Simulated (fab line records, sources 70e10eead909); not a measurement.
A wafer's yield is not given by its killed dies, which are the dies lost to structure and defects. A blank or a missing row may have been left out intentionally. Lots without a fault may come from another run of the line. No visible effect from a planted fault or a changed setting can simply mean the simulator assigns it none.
Chamber matching -- flow nand-harc -- NHARC_A_ZERO_WELL_ETCH_19 on rie-diel-13 has 4 sister chambers
The step etches the open film in N2/H2, target depth 80 nm, overetch 24 nm, time 87.88 s. 20 wafers are shown with their chamber, then 10 later ones without.

WAFERS, EACH WITH ITS CHAMBER
wafer,chamber,rf-vpp-V (V),oes-product-au (a.u.),bias-w (W)
L871.1,1,428.5,0.995,149.7
L871.2,0,429.8,0.996,150.2
L871.5,2,434.1,0.985,149.4
L872.1,0,430.2,1.009,150.6
L872.4,3,436.6,0.999,149.7
L872.6,3,434.8,1.001,150.1
L873.2,2,432.9,0.985,149.9
L873.3,1,428.8,1.001,150.1
L873.4,1,430.0,0.999,150.1
L876.2,3,434.8,0.996,150.1
L876.5,2,433.3,0.992,149.5
L876.6,1,430.1,1.009,149.7
L877.1,0,431.4,0.983,150.1
L877.2,3,433.8,0.995,150.0
L877.4,1,429.2,1.012,149.6
L880.1,3,434.8,0.986,149.5
L880.2,1,430.0,1.017,150.0
L880.4,0,430.1,0.985,150.0
L882.1,3,436.2,0.996,149.9
L882.2,1,428.1,1.015,149.7

SIGNATURES (averages over the wafers above)
reading,chamber 0,chamber 1,chamber 2,chamber 3,scatter within a chamber
rf-vpp-V,430.375,429.243,433.433,435.167,0.85
oes-product-au,0.99325,1.00686,0.98733,0.99550,0.00803
bias-w,150.225,149.843,149.600,149.883,0.239
Rule: for each reading, subtract the chamber's mean from the wafer's reading, divide by that reading's scatter and square the result; add these up over the readings and take the root, which gives the wafer's distance from the chamber. If the next closest chamber is less than 2 further off than the closest, the wafer can't be placed; otherwise it belongs to the closest. The scatter: the root of (the sum of the squares of (reading less its chamber's mean) over the shown wafers, divided by (wafers less chambers)).

WAFERS WHOSE CHAMBER IS MISSING
wafer,rf-vpp-V (V),oes-product-au (a.u.),bias-w (W)
L882.5,432.9,0.986,149.4
L883.1,431.0,0.988,149.8
L883.2,430.0,1.001,149.8
L883.5,434.9,0.982,150.4
L884.2,432.1,0.998,150.0
L884.5,430.3,0.981,149.6
L884.6,428.6,1.002,150.0
L891.1,434.5,0.985,150.4
L891.3,434.2,0.990,149.0
L891.6,434.8,0.989,150.2

THE CHAMBER EACH PASSED THROUGH
wafer,from the rows above,in truth
L882.5,2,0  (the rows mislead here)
L883.1,can't be placed: 0 or 2 or 1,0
L883.2,can't be placed: 1 or 0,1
L883.5,can't be placed: 3 or 2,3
L884.2,can't be placed: 0 or 2 or 1 or 3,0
L884.5,can't be placed: 0 or 1 or 2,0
L884.6,can't be placed: 1 or 0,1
L891.1,can't be placed: 3 or 2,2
L891.3,can't be placed: 2 or 3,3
L891.6,can't be placed: 3 or 2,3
Correctly placed: 0 of 10. From these rows, 9 cannot be placed; in 9 the true chamber is one of the candidates. Wrongly placed: 1.
